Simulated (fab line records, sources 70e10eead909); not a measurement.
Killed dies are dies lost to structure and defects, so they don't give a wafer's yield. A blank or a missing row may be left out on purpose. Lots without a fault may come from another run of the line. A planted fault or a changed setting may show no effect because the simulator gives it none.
Chamber matching | flow nand_harc | NHARC_A_CHANNEL_FILL_D2_ALD_25 on ald_hk-04: 4 sister chambers
The step deposits SiOx, target thk 60 nm, pulse time 10 s, ald cycles 600. 8 wafers are shown with their chamber, then 9 later ones without.

WAFERS WITH THEIR CHAMBER
wafer  | chamber | heater_power_w (W) | precursor_pulse_height_rel
L076.2 | 3       | 433                | 0.977
L080.1 | 0       | 489                | 1.024
L082.4 | 3       | 434                | 0.986
L082.1 | 1       | 498                | 0.989
L082.6 | 2       | 495                | 1.012
L084.2 | 1       | 490                | 0.983
L084.3 | 2       | 492                | 1.017
L084.5 | 0       | 502                | 1.025

WAFERS WITHOUT THEIR CHAMBER
wafer  | heater_power_w (W) | precursor_pulse_height_rel
L090.1 | 444                | 0.971
L090.3 | 523                | 1.026
L090.5 | 494                | 1.012
L094.2 | 444                | 1.018
L094.1 | 490                | 1.039
L094.4 | 525                | 1.000
L096.2 | 513                | 1.035
L096.1 | 492                | 0.990
L096.6 | 440                | 1.030

WHICH CHAMBER EACH WENT THROUGH
wafer  | from the rows above          | in truth
L090.1 | 3                            | 3
L090.3 | can't be placed: 0 or 2      | 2
L090.5 | 2                            | 2
L094.2 | can't be placed: 3 or 2 or 0 | 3
L094.1 | 0                            | 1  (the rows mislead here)
L094.4 | can't be placed: 1 or 2 or 0 | 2
L096.2 | can't be placed: 0 or 2      | 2
L096.1 | 1                            | 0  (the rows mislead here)
L096.6 | can't be placed: 0 or 2 or 3 | 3
Placed correctly: 2 of 9. Can't be placed from these rows: 5 (the true chamber is among the candidates in 5). Placed wrongly: 2.
How it was worked out, from the rows above alone: a wafer's distance from a chamber is the root of the sum, over the readings, of the square of ((its reading less the chamber's mean) divided by the reading's scatter). The wafer belongs to the nearest chamber; if the next one is less than 2 further off, it can't be placed. A chamber's mean is the mean of its shown wafers. The scatter: the root of (the sum of the squares of (reading less its chamber's mean) over the shown wafers, divided by (wafers less chambers)).
